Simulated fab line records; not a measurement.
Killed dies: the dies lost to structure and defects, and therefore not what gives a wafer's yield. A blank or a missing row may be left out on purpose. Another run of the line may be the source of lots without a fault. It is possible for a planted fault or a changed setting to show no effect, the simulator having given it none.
Lot-split experiment + flow n5Finfet + 7 lots, 21 wafers read, on a route of 1938 steps

ON THE SPLIT
At N5_MOL_CONTACT_COAG_COAT_34 (resist thk 40 nm), the setting spinRpm was moved away from the recipe's 1500 rpm on 6 of the 21 wafers read, by -10.5% to +7.9%. All remaining wafers had this setting at the recipe value.

FROM THE SPLIT TO THE READING: what the file shows between them, 4 steps
- N5_MOL_CONTACT_COAG_EBR_36
- N5_MOL_CONTACT_COAG_SOFTBAKE_35: time 60 s
- N5_MOL_CONTACT_COAG_EXPOSE_37: exposes mask VD, defocus 0 nm
- N5_MOL_CONTACT_COAG_PEB_38: peb time 60 s

THE READING
CAR-EUV_of_MOL_CONTACT_COAG_COAT_34.thkNm (the simulator's own value, which no gauge read), in nm, at N5_MOL_CONTACT_COAG_DEVELOP_39 (develop time 30 s). There is no usual value for it anywhere in the file. Average 39.6 nm, standard deviation 0.14 nm, over the 15 wafers here run with the recipe.

| wafer  | tool, chamber at the split | spinRpm as run, rpm | against the recipe | CAR-EUV_of_MOL_CONTACT_COAG_COAT_34.thkNm, nm | against lot-mates on the recipe |
|--------|----------------------------|---------------------|--------------------|-----------------------------------------------|---------------------------------|
| L074.3 | lithoTrack-03, 0           | 1342                | -10.5%             | 41.8                                          | +2.3                            |
| L074.5 | lithoTrack-03, 0           | 1500                | recipe             | 39.4                                          | -                               |
| L074.6 | lithoTrack-03, 0           | 1500                | recipe             | 39.6                                          | -                               |
| L076.2 | lithoTrack-01, 0           | 1500                | recipe             | 39.4                                          | -                               |
| L076.4 | lithoTrack-01, 0           | 1500                | recipe             | 39.4                                          | -                               |
| L076.5 | lithoTrack-01, 0           | 1500                | recipe             | 39.4                                          | -                               |
| L087.1 | lithoTrack-03, 0           | 1500                | recipe             | 39.6                                          | -                               |
| L087.5 | lithoTrack-03, 0           | 1618                | +7.9%              | 38.2                                          | -1.5                            |
| L087.6 | lithoTrack-03, 0           | 1500                | recipe             | 39.8                                          | -                               |
| L088.1 | lithoTrack-03, 0           | 1500                | recipe             | 39.8                                          | -                               |
| L088.6 | lithoTrack-03, 0           | 1500                | recipe             | 39.8                                          | -                               |
| L088.3 | lithoTrack-03, 0           | 1500                | recipe             | 39.6                                          | -                               |
| L090.3 | lithoTrack-04, 0           | 1445                | -3.7%              | 40.4                                          | +0.8                            |
| L090.4 | lithoTrack-04, 0           | 1445                | -3.7%              | 40.4                                          | +0.8                            |
| L090.6 | lithoTrack-04, 0           | 1500                | recipe             | 39.6                                          | -                               |
| L091.2 | lithoTrack-04, 0           | 1500                | recipe             | 39.6                                          | -                               |
| L091.3 | lithoTrack-04, 0           | 1500                | recipe             | 39.6                                          | -                               |
| L091.5 | lithoTrack-04, 0           | 1500                | recipe             | 39.6                                          | -                               |
| L092.3 | lithoTrack-03, 0           | 1600                | +6.7%              | 38.2                                          | -1.4                            |
| L092.5 | lithoTrack-03, 0           | 1600                | +6.7%              | 38.2                                          | -1.4                            |
| L092.6 | lithoTrack-03, 0           | 1500                | recipe             | 39.6                                          | -                               |

FIT RESULTS
A straight line over all 21 wafers: CAR-EUV_of_MOL_CONTACT_COAG_COAT_34.thkNm changes by -0.203 nm for each +1% of spinRpm; r = -0.99; the points scatter about the line by 0.13 nm.
The same after taking each lot's own level away (the mean of its wafers on the recipe; 21 wafers): -0.21 nm for each +1%; r = -1.00; scatter 0.071 nm.
The reading moves by 2.2 nm for the largest change in spinRpm, on that fit.
Across the lots, their own levels run from 39.40 to 39.73 nm, a range of 2.5 times the standard deviation given above.
Hence the lot-to-lot level has little effect on the slope; both slopes agree.
Check: with one of the wafers moved furthest among these (-10.5%) left out of the fit, the line predicts +2.17 nm for it against its lot-mates. It came out at +2.3 nm against them.

THESE WAFERS: OTHER SPLITS
These wafers also went through other splits before the reading. Each is held against what the fit with the lots' levels taken away leaves over:
| other split on the same wafers      | wafers away from the commonest value | r with CAR-EUV_of_MOL_CONTACT_COAG_COAT_34.thkNm (lot level and that fit taken away) |
|-------------------------------------|--------------------------------------|--------------------------------------------------------------------------------------|
| N5_STI_FIN_REVEAL_PRECLEAN_17 timeS | 10                                   | +0.10                                                                                |
| N5_SD_EPI_N_DEVELOP_08 developTimeS | 5                                    | -0.03                                                                                |
| N5_SD_EPI_N_ETCH_45 targetDepthA    | 5                                    | -0.04                                                                                |
| N5_ILD0_CMP_12 downForcePsi         | 5                                    | -0.27                                                                                |
| N5_HKMG_FIN_ETCH_54 biasW           | 6                                    | +0.19                                                                                |
| N5_HKMG_FIN_PEB_10 pebTimeS         | 9                                    | -0.07                                                                                |
| N5_GATE_CUT_CUT_ETCH_53 icpW        | 4                                    | +0.29                                                                                |

THE WHOLE CHAIN: every reading that the file lists as answering this split, in the file's order
| step                           | what it does      | reading                                                                                    | change (the file's fit)               | r (the file's) |
|--------------------------------|-------------------|--------------------------------------------------------------------------------------------|---------------------------------------|----------------|
| N5_MOL_CONTACT_COAG_COAT_34    | resist thk 40 nm  | CAR-EUV_of_MOL_CONTACT_COAG_COAT_34.thkNm (the simulator's own value, which no gauge read) | -0.217 nm for each +1% of the setting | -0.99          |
| N5_MOL_CONTACT_COAG_DEVELOP_39 | develop time 30 s | CAR-EUV_of_MOL_CONTACT_COAG_COAT_34.thkNm (the simulator's own value, which no gauge read) | -0.209 nm for each +1% of the setting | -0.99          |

THE FILE'S OWN FIT
CAR-EUV_of_MOL_CONTACT_COAG_COAT_34.thkNm changes by -0.209 nm for each +1% of spinRpm, r = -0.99.
